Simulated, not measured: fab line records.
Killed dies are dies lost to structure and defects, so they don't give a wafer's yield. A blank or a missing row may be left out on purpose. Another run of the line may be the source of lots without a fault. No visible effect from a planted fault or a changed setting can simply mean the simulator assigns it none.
Chamber matching -- flow n5_finfet -- N5_BEOL_M2_PRE_CLEAN_60 on cvd_co-02 has 3 sister chambers
The step time 15 s. 3 wafers are shown with their chamber, then 12 later ones without.

## EACH WAFER AND ITS CHAMBER
wafer,chamber,heater_power_w (W)
L082.4,0,105
L082.5,2,50
L082.6,1,75

## WAFERS WITHOUT THEIR CHAMBER
wafer,heater_power_w (W)
L083.2,73
L083.4,72
L083.6,50
L086.1,107
L086.3,51
L086.5,77
L088.2,51
L088.3,73
L088.4,104
L093.2,74
L093.3,52
L093.4,73

## WHICH CHAMBER EACH ONE RAN IN
wafer,from the rows above,in truth
L083.2,1,1
L083.4,1,1
L083.6,2,2
L086.1,0,0
L086.3,2,2
L086.5,1,1
L088.2,2,2
L088.3,1,1
L088.4,0,0
L093.2,1,1
L093.3,2,2
L093.4,1,1
Correctly placed: 12 of 12. Not placeable from these rows: 0. 0 placed wrongly.
How it was worked out, from the rows above alone: a wafer's distance from a chamber is the root of the sum, over the readings, of the square of ((its reading less the chamber's mean) divided by the reading's scatter). The wafer belongs to the nearest chamber; if the next one is less than 2 further off, it can't be placed. For every chamber, the mean is computed from those of its wafers that are shown. The scatter: root of mean squared gap, hidden wafer to nearest shown wafer, with one shown wafer a chamber.
